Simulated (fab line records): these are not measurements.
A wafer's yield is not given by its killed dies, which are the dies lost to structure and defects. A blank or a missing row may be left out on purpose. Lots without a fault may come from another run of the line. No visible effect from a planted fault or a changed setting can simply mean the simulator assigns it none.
Matching of chambers :: flow n5Finfet :: N5_BEOL_M10_ETCH_66 on rieDiel-01: 4 sister chambers
The step etches SOC in N2/H2, target depth 120 nm, overetch 24 nm, time 180 s. 18 wafers are shown with their chamber, then 9 later ones without.

EACH WAFER AND ITS CHAMBER
wafer: L074.1
chamber: 0
drypumpMotorCurrentA (A): 5.1
showerheadPlenumPTorr (Torr): 2.45
throttleValvePct (%): 17.66

wafer: L074.2
chamber: 1
drypumpMotorCurrentA (A): 5.9
showerheadPlenumPTorr (Torr): 2.49
throttleValvePct (%): 17.68

wafer: L074.3
chamber: 2
drypumpMotorCurrentA (A): 6.1
showerheadPlenumPTorr (Torr): 2.64
throttleValvePct (%): 18.10

wafer: L078.1
chamber: 3
drypumpMotorCurrentA (A): 5.2
showerheadPlenumPTorr (Torr): 2.60
throttleValvePct (%): 18.22

wafer: L078.5
chamber: 1
drypumpMotorCurrentA (A): 5.9
showerheadPlenumPTorr (Torr): 2.48
throttleValvePct (%): 17.72

wafer: L078.6
chamber: 2
drypumpMotorCurrentA (A): 6.1
showerheadPlenumPTorr (Torr): 2.63
throttleValvePct (%): 18.11

wafer: L080.2
chamber: 1
drypumpMotorCurrentA (A): 5.9
showerheadPlenumPTorr (Torr): 2.48
throttleValvePct (%): 17.71

wafer: L080.3
chamber: 3
drypumpMotorCurrentA (A): 5.2
showerheadPlenumPTorr (Torr): 2.60
throttleValvePct (%): 18.22

wafer: L080.6
chamber: 3
drypumpMotorCurrentA (A): 5.2
showerheadPlenumPTorr (Torr): 2.60
throttleValvePct (%): 18.22

wafer: L086.1
chamber: 3
drypumpMotorCurrentA (A): 5.2
showerheadPlenumPTorr (Torr): 2.59
throttleValvePct (%): 18.26

wafer: L086.3
chamber: 0
drypumpMotorCurrentA (A): 5.1
showerheadPlenumPTorr (Torr): 2.44
throttleValvePct (%): 17.71

wafer: L086.4
chamber: 1
drypumpMotorCurrentA (A): 5.9
showerheadPlenumPTorr (Torr): 2.48
throttleValvePct (%): 17.76

wafer: L087.2
chamber: 0
drypumpMotorCurrentA (A): 5.2
showerheadPlenumPTorr (Torr): 2.44
throttleValvePct (%): 17.72

wafer: L087.3
chamber: 3
drypumpMotorCurrentA (A): 5.2
showerheadPlenumPTorr (Torr): 2.59
throttleValvePct (%): 18.24

wafer: L087.5
chamber: 1
drypumpMotorCurrentA (A): 6.0
showerheadPlenumPTorr (Torr): 2.48
throttleValvePct (%): 17.75

wafer: L088.2
chamber: 1
drypumpMotorCurrentA (A): 5.9
showerheadPlenumPTorr (Torr): 2.48
throttleValvePct (%): 17.74

wafer: L088.3
chamber: 3
drypumpMotorCurrentA (A): 5.2
showerheadPlenumPTorr (Torr): 2.59
throttleValvePct (%): 18.25

wafer: L088.5
chamber: 0
drypumpMotorCurrentA (A): 5.2
showerheadPlenumPTorr (Torr): 2.44
throttleValvePct (%): 17.73

SIGNATURES (averages over the wafers above)
reading: drypumpMotorCurrentA
chamber 0: 5.150
chamber 1: 5.917
chamber 2: 6.100
chamber 3: 5.200
scatter within a chamber: 0.0362

reading: showerheadPlenumPTorr
chamber 0: 2.4425
chamber 1: 2.4817
chamber 2: 2.6350
chamber 3: 2.5950
scatter within a chamber: 0.00506

reading: throttleValvePct
chamber 0: 17.7050
chamber 1: 17.7267
chamber 2: 18.1050
chamber 3: 18.2350
scatter within a chamber: 0.0251
Rule: a wafer's distance from a chamber is the root of the sum, over the readings, of the square of ((its reading less the chamber's mean) divided by the reading's scatter). If the next closest chamber is less than 2 further off than the closest, the wafer can't be placed; otherwise it belongs to the closest. The scatter: take each reading less its chamber's mean, square it, sum over the shown wafers, divide by the number of wafers less the number of chambers, and take the root.

WAFERS WITHOUT THEIR CHAMBER
wafer: L092.1
drypumpMotorCurrentA (A): 5.2
showerheadPlenumPTorr (Torr): 2.59
throttleValvePct (%): 17.73

wafer: L092.2
drypumpMotorCurrentA (A): 6.1
showerheadPlenumPTorr (Torr): 2.62
throttleValvePct (%): 18.18

wafer: L092.4
drypumpMotorCurrentA (A): 5.2
showerheadPlenumPTorr (Torr): 2.43
throttleValvePct (%): 17.73

wafer: L091.1
drypumpMotorCurrentA (A): 5.9
showerheadPlenumPTorr (Torr): 2.47
throttleValvePct (%): 17.75

wafer: L091.3
drypumpMotorCurrentA (A): 5.2
showerheadPlenumPTorr (Torr): 2.43
throttleValvePct (%): 17.76

wafer: L091.6
drypumpMotorCurrentA (A): 5.3
showerheadPlenumPTorr (Torr): 2.59
throttleValvePct (%): 17.74

wafer: L095.1
drypumpMotorCurrentA (A): 5.9
showerheadPlenumPTorr (Torr): 2.47
throttleValvePct (%): 17.79

wafer: L095.2
drypumpMotorCurrentA (A): 5.2
showerheadPlenumPTorr (Torr): 2.43
throttleValvePct (%): 17.77

wafer: L095.4
drypumpMotorCurrentA (A): 5.2
showerheadPlenumPTorr (Torr): 2.59
throttleValvePct (%): 17.75

WHICH CHAMBER EACH ONE RAN IN
wafer: L092.1
from the rows above: 3
in truth: 3

wafer: L092.2
from the rows above: 2
in truth: 2

wafer: L092.4
from the rows above: 0
in truth: 0

wafer: L091.1
from the rows above: 1
in truth: 1

wafer: L091.3
from the rows above: 0
in truth: 0

wafer: L091.6
from the rows above: 3
in truth: 3

wafer: L095.1
from the rows above: 1
in truth: 1

wafer: L095.2
from the rows above: 0
in truth: 0

wafer: L095.4
from the rows above: 3
in truth: 3
Placed correctly: 9 of 9. Left unplaced by these rows: 0. Placed wrongly: 0.
